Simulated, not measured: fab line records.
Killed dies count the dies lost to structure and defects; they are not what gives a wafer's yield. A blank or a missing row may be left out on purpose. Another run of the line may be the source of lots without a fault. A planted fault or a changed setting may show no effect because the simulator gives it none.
Chamber matching | flow n5 finfet | N5_BEOL_M1_ALD_98 on ald sin-02: 4 sister chambers
The step deposits SiO2, target thk 2.5 nm, pulse time 1 s, co reactant pulse time 1 s. 20 wafers are shown with their chamber, then 10 later ones without.

WAFERS WITH THEIR CHAMBER
wafer  | chamber | heater power w (W) | precursor pulse height rel
L075.1 | 1       | 81                 | 1.009
L075.4 | 3       | 76                 | 1.008
L075.6 | 3       | 77                 | 1.030
L077.2 | 0       | 96                 | 1.022
L077.3 | 1       | 80                 | 0.994
L077.5 | 2       | 80                 | 0.963
L079.3 | 2       | 82                 | 1.004
L079.4 | 0       | 97                 | 0.992
L079.5 | 2       | 81                 | 0.996
L080.2 | 0       | 97                 | 0.999
L080.3 | 2       | 80                 | 1.039
L080.6 | 1       | 80                 | 1.016
L081.2 | 3       | 75                 | 1.005
L081.3 | 2       | 80                 | 0.952
L081.4 | 1       | 80                 | 0.986
L082.1 | 0       | 97                 | 0.993
L082.4 | 2       | 81                 | 0.989
L082.5 | 3       | 75                 | 0.972
L083.1 | 3       | 75                 | 1.018
L083.5 | 1       | 82                 | 1.001

SIGNATURES (averages over the wafers above)
reading                    | chamber 0 | chamber 1 | chamber 2 | chamber 3 | scatter within a chamber
heater power w             | 96.75     | 80.60     | 80.67     | 75.60     | 0.809
precursor pulse height rel | 1.00150   | 1.00120   | 0.99050   | 1.00660   | 0.0221
Rule: distance of a wafer from a chamber = root of the sum over the readings of ((wafer's reading minus chamber's mean) / reading's scatter) squared. The wafer belongs to the nearest chamber; if the next one is less than 2 further off, it can't be placed. The scatter: the root of (the sum of the squares of (reading less its chamber's mean) over the shown wafers, divided by (wafers less chambers)).

WAFERS MISSING THEIR CHAMBER
wafer  | heater power w (W) | precursor pulse height rel
L083.6 | 80                 | 1.015
L087.2 | 80                 | 1.029
L087.4 | 80                 | 1.005
L087.5 | 79                 | 1.025
L090.1 | 79                 | 1.046
L090.4 | 79                 | 0.985
L090.5 | 78                 | 0.985
L091.3 | 80                 | 0.976
L091.4 | 98                 | 0.981
L091.5 | 77                 | 0.992

THE CHAMBER EACH PASSED THROUGH
wafer  | from the rows above          | in truth
L083.6 | can't be placed: 1 or 2      | 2
L087.2 | can't be placed: 1 or 2      | 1
L087.4 | can't be placed: 1 or 2      | 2
L087.5 | can't be placed: 1 or 2      | 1
L090.1 | can't be placed: 1 or 2 or 3 | 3
L090.4 | can't be placed: 2 or 1      | 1
L090.5 | can't be placed: 3 or 1 or 2 | 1
L091.3 | can't be placed: 2 or 1      | 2
L091.4 | 0                            | 0
L091.5 | 3                            | 3
Correctly placed: 2 of 10. Not placeable from these rows: 8 (in 8, the candidates include the true chamber). 0 placed wrongly.
